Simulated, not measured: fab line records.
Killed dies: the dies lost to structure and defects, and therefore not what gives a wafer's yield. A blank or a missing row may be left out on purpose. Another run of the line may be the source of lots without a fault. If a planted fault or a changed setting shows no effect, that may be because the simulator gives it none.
Chamber matching | flow n5 finfet | rie diel-04 running N5_HKMG_FIN_STRIP_93: 4 sister chambers
The step strips SOC in N2/H2, time 20 s. 8 wafers are shown with their chamber, then 10 later ones without.

## WAFERS PAIRED WITH THEIR CHAMBERS
wafer  | chamber | drypump motor current A (A) | throttle valve pct (%)
L077.1 | 0       | 6.1                         | 19.2
L083.3 | 0       | 6.1                         | 19.2
L089.2 | 3       | 5.1                         | 19.8
L090.3 | 2       | 5.2                         | 18.8
L090.5 | 1       | 5.5                         | 19.1
L090.6 | 2       | 5.2                         | 18.8
L091.1 | 3       | 5.1                         | 19.7
L091.2 | 1       | 5.6                         | 19.1

## WAFERS WITH NO CHAMBER GIVEN
wafer  | drypump motor current A (A) | throttle valve pct (%)
L091.3 | 5.2                         | 18.8
L093.1 | 5.6                         | 19.2
L093.4 | 5.1                         | 18.8
L093.5 | 5.1                         | 19.8
L094.1 | 5.2                         | 18.8
L094.5 | 6.1                         | 18.9
L094.6 | 5.1                         | 19.8
L095.4 | 5.1                         | 19.8
L095.5 | 5.1                         | 19.8
L095.6 | 5.1                         | 18.8

## THE CHAMBER EACH PASSED THROUGH
wafer  | from the rows above | in truth
L091.3 | 2                   | 2
L093.1 | 1                   | 1
L093.4 | 2                   | 2
L093.5 | 3                   | 3
L094.1 | 2                   | 2
L094.5 | 0                   | 0
L094.6 | 3                   | 3
L095.4 | 3                   | 3
L095.5 | 3                   | 3
L095.6 | 2                   | 2
Placed correctly: 10 of 10. Can't be placed from these rows: 0. Placed wrongly: 0.
How it was worked out, from the rows above alone: a wafer's distance from a chamber is the root of the sum, over the readings, of the square of ((its reading less the chamber's mean) divided by the reading's scatter). If the next closest chamber is less than 2 further off than the closest, the wafer can't be placed; otherwise it belongs to the closest. The mean given for a chamber averages the wafers shown for that chamber. The scatter: the root of (the sum of the squares of (reading less its chamber's mean) over the shown wafers, divided by (wafers less chambers)).
